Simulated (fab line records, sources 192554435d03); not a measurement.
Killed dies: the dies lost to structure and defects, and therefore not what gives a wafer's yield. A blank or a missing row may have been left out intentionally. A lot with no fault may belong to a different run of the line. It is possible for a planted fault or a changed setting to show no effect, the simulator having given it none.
Matching of chambers ; flow n5-finfet ; N5_BEOL_M5_ALD_86 on ald-metal-01 has 4 sister chambers
The step deposits TaN, pulse time 2 s, purge time 3 s, co reactant purge time 2 s. 4 wafers are shown with their chamber, then 11 later ones without.

## EACH WAFER AND ITS CHAMBER
wafer;chamber;heater-power-w (W)
L083.5;2;370
L088.5;1;372
L089.5;3;445
L091.1;0;348

## WAFERS MISSING THEIR CHAMBER
wafer;heater-power-w (W)
L091.3;362
L091.5;426
L094.2;375
L094.4;365
L094.6;348
L096.1;368
L096.5;377
L096.6;438
L097.2;372
L097.5;357
L097.6;365

## EACH ONE'S CHAMBER
wafer;from the rows above;in truth
L091.3;can't be placed: 2 or 1 or 0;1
L091.5;3;3
L094.2;can't be placed: 1 or 2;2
L094.4;can't be placed: 2 or 1 or 0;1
L094.6;0;0
L096.1;can't be placed: 2 or 1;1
L096.5;can't be placed: 1 or 2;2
L096.6;3;3
L097.2;can't be placed: 1 or 2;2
L097.5;can't be placed: 0 or 2 or 1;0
L097.6;can't be placed: 2 or 1 or 0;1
3 of 11 placed correctly. Cannot be placed on the basis of these rows: 8; the candidates contain the true chamber in 8. Number placed wrongly: 0.
How it was worked out, from the rows above alone: a wafer's distance from a chamber is the root of the sum, over the readings, of the square of ((its reading less the chamber's mean) divided by the reading's scatter). The wafer belongs to the nearest chamber; if the next one is less than 2 further off, it can't be placed. For every chamber, the mean is computed from those of its wafers that are shown. The scatter: with one shown wafer a chamber, the root of the mean of the squares of how far each hidden wafer lies from its nearest shown one.
